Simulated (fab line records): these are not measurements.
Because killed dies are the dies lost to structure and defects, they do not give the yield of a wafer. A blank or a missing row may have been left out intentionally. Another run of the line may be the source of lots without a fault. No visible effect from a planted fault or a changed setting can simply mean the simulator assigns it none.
Matching of chambers + flow nand harc + NHARC_A_DECK1_JOINT_DEP_16 on pecvd-01 has 3 sister chambers
The step deposits SiO2, target thk 45 nm. 6 wafers are shown with their chamber, then 10 later ones without.

== WAFERS PAIRED WITH THEIR CHAMBERS ==
| wafer  | chamber | throttle valve pct (%) | heater power w (W) |
|--------|---------|------------------------|--------------------|
| L079.1 | 2       | 16.7                   | 533                |
| L081.2 | 0       | 16.6                   | 451                |
| L086.3 | 0       | 16.5                   | 493                |
| L086.6 | 2       | 16.8                   | 525                |
| L087.2 | 1       | 15.7                   | 461                |
| L087.4 | 1       | 15.5                   | 449                |

== WAFERS WITH NO CHAMBER GIVEN ==
| wafer  | throttle valve pct (%) | heater power w (W) |
|--------|------------------------|--------------------|
| L087.6 | 16.7                   | 513                |
| L090.1 | 16.8                   | 438                |
| L090.2 | 16.7                   | 488                |
| L090.6 | 16.9                   | 437                |
| L094.1 | 15.6                   | 444                |
| L094.3 | 16.7                   | 490                |
| L094.4 | 15.7                   | 443                |
| L095.1 | 15.6                   | 454                |
| L095.2 | 16.5                   | 529                |
| L095.6 | 15.5                   | 441                |

== WHICH CHAMBER EACH WENT THROUGH ==
| wafer  | from the rows above     | in truth |
|--------|-------------------------|----------|
| L087.6 | can't be placed: 2 or 0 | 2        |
| L090.1 | can't be placed: 0 or 2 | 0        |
| L090.2 | can't be placed: 0 or 2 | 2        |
| L090.6 | can't be placed: 0 or 2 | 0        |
| L094.1 | 1                       | 1        |
| L094.3 | can't be placed: 0 or 2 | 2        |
| L094.4 | 1                       | 1        |
| L095.1 | 1                       | 1        |
| L095.2 | can't be placed: 2 or 0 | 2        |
| L095.6 | 1                       | 1        |
Correctly placed: 4 of 10. Can't be placed from these rows: 6 (the true chamber is among the candidates in 6). Wrongly placed: 0.
How it was worked out, from the rows above alone: a wafer's distance from a chamber is the root of the sum, over the readings, of the square of ((its reading less the chamber's mean) divided by the reading's scatter). If the next closest chamber is less than 2 further off than the closest, the wafer can't be placed; otherwise it belongs to the closest. The mean given for a chamber averages the wafers shown for that chamber. How the scatter is found: for the shown wafers, subtract from each reading the mean of its chamber, square and add these, divide the total by (wafers less chambers), then take the root.
